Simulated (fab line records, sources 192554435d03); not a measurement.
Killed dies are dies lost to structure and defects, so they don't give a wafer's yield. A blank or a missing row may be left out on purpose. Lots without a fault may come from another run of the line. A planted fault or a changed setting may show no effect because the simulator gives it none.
Which tool did it? | flow n5_finfet | 12 lots, 35 wafers sampled, at 4 steps of a route of 1938

WHAT THE GAUGES READ, wafer by wafer
The record holds no reading of a measuring or inspecting step that can be judged against a usual standard deviation.

WHICH TOOL RAN EACH LOT (tool, then ch and the chambers of the sampled wafers, then the start)
lot  | N5_BEOL_M9_ILD_DEP_00           | N5_PASSIVATION_PRE_CLEAN_19  | N5_PASSIVATION_ETCH_59            | N5_PASSIVATION_PROBE_49
L421 | pecvd-03 ch 0,2, day 9 09:24    | pvd_sputter-02, day 11 18:33 | rie_metal-03 ch 0,1, day 11 19:46 | prober-01, day 12 00:07
L422 | pecvd-01 ch 0,2, day 9 16:57    | pvd_sputter-03, day 12 05:50 | rie_metal-02 ch 1, day 12 07:08   | -
L424 | pecvd-03 ch 0,1,2, day 10 20:41 | pvd_sputter-02, day 13 04:44 | rie_metal-01 ch 0,1, day 13 06:07 | prober-02, day 13 10:52
L426 | pecvd-02 ch 0,2, day 10 22:23   | pvd_sputter-02, day 13 15:05 | rie_metal-02 ch 1, day 13 16:16   | -
L427 | pecvd-03 ch 0,1,2, day 11 12:41 | pvd_sputter-01, day 14 01:56 | rie_metal-01 ch 0,1, day 14 03:17 | -
L428 | pecvd-03 ch 1,2, day 11 17:11   | pvd_sputter-01, day 14 07:53 | rie_metal-02 ch 0,1, day 14 09:22 | -
L431 | pecvd-03 ch 1,2, day 12 06:32   | pvd_sputter-01, day 14 19:16 | rie_metal-01 ch 0,1, day 14 20:40 | prober-02, day 15 01:03
L437 | pecvd-01 ch 1,2, day 13 13:08   | pvd_sputter-02, day 16 04:32 | rie_metal-02 ch 0,1, day 16 05:53 | prober-02, day 16 10:22
L438 | pecvd-02 ch 0,1,2, day 13 19:39 | pvd_sputter-02, day 16 07:53 | rie_metal-01 ch 0,1, day 16 09:30 | prober-01, day 16 13:56
L442 | pecvd-01 ch 0,2, day 14 14:38   | pvd_sputter-03, day 17 00:41 | rie_metal-03 ch 0,1, day 17 01:55 | prober-02, day 17 06:54
L441 | pecvd-02 ch 0,2, day 14 16:43   | pvd_sputter-01, day 17 04:40 | rie_metal-03 ch 0,1, day 17 05:53 | prober-01, day 17 10:18
L443 | pecvd-01 ch 0,1,2, day 15 09:46 | pvd_sputter-03, day 17 18:41 | rie_metal-01 ch 0,1, day 17 19:56 | prober-01, day 18 00:24
- N5_BEOL_M9_ILD_DEP_00: deposits SiCOH lowk from DEMS/porogen, target thk 308.51 nm, time 58 s.
- N5_PASSIVATION_PRE_CLEAN_19
- N5_PASSIVATION_ETCH_59: etches TaN in Cl2/BCl3, target depth 65 nm, time 34.9 s.
- N5_PASSIVATION_PROBE_49

WHAT THE TOOLS THEMSELVES READ (means of the sampled wafers that have a number; where no wafer has one, the mark that the record gives instead)
N5_BEOL_M9_ILD_DEP_00. Usual: chamber_pressure_Torr 5.001 Torr, standard deviation 0.011; heater_power_w 337 W, standard deviation 55; showerhead_plenum_p_Torr 5.742 Torr, standard deviation 0.022; susceptor_temp_C 299.97 C, standard deviation 0.19; throttle_valve_pct 13.5 %, standard deviation 0.74.
lot  | tool     | chamber_pressure_Torr (Torr) | heater_power_w (W) | showerhead_plenum_p_Torr (Torr) | susceptor_temp_C (C) | throttle_valve_pct (%) | flag
L421 | pecvd-03 | 4.994                        | 291                | 5.758                           | 299.97               | 12.9                   |
L422 | pecvd-01 | 4.999                        | 337                | 5.745                           | 299.72               | 13.2                   |
L424 | pecvd-03 | 5.003                        | 339                | 5.747                           | 299.92               | 13.5                   |
L426 | pecvd-02 | 5.003                        | 331                | 5.744                           | 299.81               | 13.9                   |
L427 | pecvd-03 | 4.999                        | 317                | 5.753                           | 299.99               | 13.4                   |
L428 | pecvd-03 | 4.999                        | 329                | 5.764                           | 299.89               | 13.8                   |
L431 | pecvd-03 | 4.996                        | 312                | 5.754                           | 299.92               | 13.4                   |
L437 | pecvd-01 | 5.002                        | 379                | 5.703                           | 299.81               | 12.9                   |
L438 | pecvd-02 | 5.004                        | 326                | 5.744                           | 299.86               | 14.1                   |
L442 | pecvd-01 | 5.004                        | 348                | 5.746                           | 299.93               | 13.5                   |
L441 | pecvd-02 | 5.009                        | 349                | 5.748                           | 300.01               | 13.3                   |
L443 | pecvd-01 | 5.003                        | 378                | 5.727                           | 300.02               | 13.3                   |

N5_PASSIVATION_PRE_CLEAN_19. Usual: heater_power_w 454 W, standard deviation 26.
lot  | tool           | heater_power_w (W) | flag
L421 | pvd_sputter-02 | 460                |
L422 | pvd_sputter-03 | 476                |
L424 | pvd_sputter-02 | 455                |
L426 | pvd_sputter-02 | 464                |
L427 | pvd_sputter-01 | 437                |
L428 | pvd_sputter-01 | 441                |
L431 | pvd_sputter-01 | 424                |
L437 | pvd_sputter-02 | 457                |
L438 | pvd_sputter-02 | 459                |
L442 | pvd_sputter-03 | 460                |
L441 | pvd_sputter-01 | 426                |
L443 | pvd_sputter-03 | 466                |

N5_PASSIVATION_ETCH_59. Usual: drypump_motor_current_A 5.6 A, standard deviation 0.34; oes_product_au 0.83 a.u., standard deviation 0.038; throttle_valve_pct 21.22 %, standard deviation 0.18.
lot  | tool         | drypump_motor_current_A (A) | oes_product_au (a.u.) | throttle_valve_pct (%) | flag
L421 | rie_metal-03 | 5.3                         | 0.89                  | 21.23                  |
L422 | rie_metal-02 | 5.6                         | 0.79                  | 21.03                  |
L424 | rie_metal-01 | 5.8                         | 0.86                  | 21.22                  |
L426 | rie_metal-02 | 5.6                         | 0.77                  | 21.04                  |
L427 | rie_metal-01 | 5.8                         | 0.85                  | 21.23                  |
L428 | rie_metal-02 | 5.5                         | 0.78                  | 21.09                  |
L431 | rie_metal-01 | 6.0                         | 0.82                  | 21.17                  |
L437 | rie_metal-02 | 5.5                         | 0.78                  | 21.09                  |
L438 | rie_metal-01 | 6.0                         | 0.80                  | 21.18                  |
L442 | rie_metal-03 | 5.3                         | 0.83                  | 21.27                  |
L441 | rie_metal-03 | 5.4                         | 0.82                  | 21.40                  |
L443 | rie_metal-01 | 6.0                         | 0.79                  | 21.19                  |

N5_PASSIVATION_PROBE_49. Usual: defect_limited_yield 91.4 %, standard deviation 1.6; killed_at_M0_to_M3 35, standard deviation 10; killed_at_M4_up 12, standard deviation 4.7; killed_at_contacts 12, standard deviation 5.8; killed_at_front_end 38, standard deviation 12; killed_at_other 4, standard deviation 3.2; killed_dies 102, standard deviation 18; killed_on_rim 13, standard deviation 4.2; killed_open 68, standard deviation 14; killed_short 32, standard deviation 8; sort_bin_4_leakage 0.00 %, standard deviation 0.043; sort_bin_5_function 5.1 %, standard deviation 0.96; sort_bin_6_memory 3.2 %, standard deviation 0.77; sort_bin_8_speed 0.1 %, standard deviation 0.39; sort_n_pass 1078, standard deviation 20; sort_yield_pct 91.3 %, standard deviation 1.7.
lot  | tool      | defect_limited_yield (%) | killed_at_M0_to_M3 | killed_at_M4_up | killed_at_contacts | killed_at_front_end | killed_at_other | killed_dies | killed_on_rim | killed_open | killed_short | sort_bin_4_leakage (%) | sort_bin_5_function (%) | sort_bin_6_memory (%) | sort_bin_8_speed (%) | sort_n_pass | sort_yield_pct (%) | flag
L421 | prober-01 | 92.9                     | 31                 | 9               | 8                  | 33                  | 3               | 84          | 10            | 58          | 25           | 0.00                   | 4.1                     | 2.9                   | 0.0                  | 1096        | 92.9               |
L424 | prober-02 | 91.2                     | 34                 | 16              | 11                 | 35                  | 6               | 103         | 11            | 64          | 36           | 0.00                   | 5.4                     | 3.1                   | 0.1                  | 1076        | 91.2               |
L431 | prober-02 | 90.5                     | 35                 | 33              | 7                  | 34                  | 3               | 112         | 18            | 57          | 34           | 0.00                   | 5.7                     | 3.2                   | 0.0                  | 1068        | 90.5               | OFF
L437 | prober-02 | 90.5                     | 35                 | 13              | 12                 | 50                  | 2               | 112         | 12            | 72          | 39           | 0.00                   | 5.8                     | 3.4                   | 0.0                  | 1068        | 90.5               |
L438 | prober-01 | 90.0                     | 42                 | 7               | 9                  | 56                  | 3               | 118         | 16            | 85          | 33           | 0.00                   | 5.5                     | 4.2                   | 0.0                  | 1062        | 90.0               |
L442 | prober-02 | 89.5                     | 52                 | 10              | 18                 | 38                  | 6               | 124         | 17            | 74          | 48           | 0.00                   | 5.8                     | 4.2                   | 0.0                  | 1056        | 89.5               |
L441 | prober-01 | 91.7                     | 24                 | 8               | 8                  | 49                  | 9               | 98          | 15            | 65          | 33           | 0.00                   | 5.1                     | 3.1                   | 0.0                  | 1082        | 91.7               |
L443 | prober-01 | 93.8                     | 18                 | 11              | 11                 | 30                  | 4               | 74          | 10            | 45          | 27           | 0.00                   | 3.5                     | 2.4                   | 0.0                  | 1106        | 93.8               |

THE ANSWER, worked out from the rows above alone
Rule: a lot is off if the mean of its wafers that have a number lies more than 3 standard deviations from the usual mean. A lot without any number at a reading at which 4 lots or more have one is off too. The other lots that the step has rows for count as sound. The gauges are gone through in route order, then the tools' own readings, and for those a lot's mean is taken as printed above. The first step at which some lot is off is used, and at that step the reading that is off furthest; a lot without a number counts as furthest.
Off: L431, at N5_PASSIVATION_PROBE_49 (killed_at_M4_up). Neither off nor sound, because the step has no rows for them: L422, L426, L427, L428.
A tool fits if, at that step or a process step before it, it ran every lot that is off, and no sound lot after the first of them. One fits: pecvd-03 at N5_BEOL_M9_ILD_DEP_00. Its last sound lot is L424 (day 10 20:41), its first lot that is off L431 (day 12 06:32): a fault that began between those two fits.

WHAT THE SIMULATOR HAD PUT IN
Chamber particle source: pecvd-03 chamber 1, from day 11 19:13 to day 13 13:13, at N5_BEOL_M9_ILD_DEP_00. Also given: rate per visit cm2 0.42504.
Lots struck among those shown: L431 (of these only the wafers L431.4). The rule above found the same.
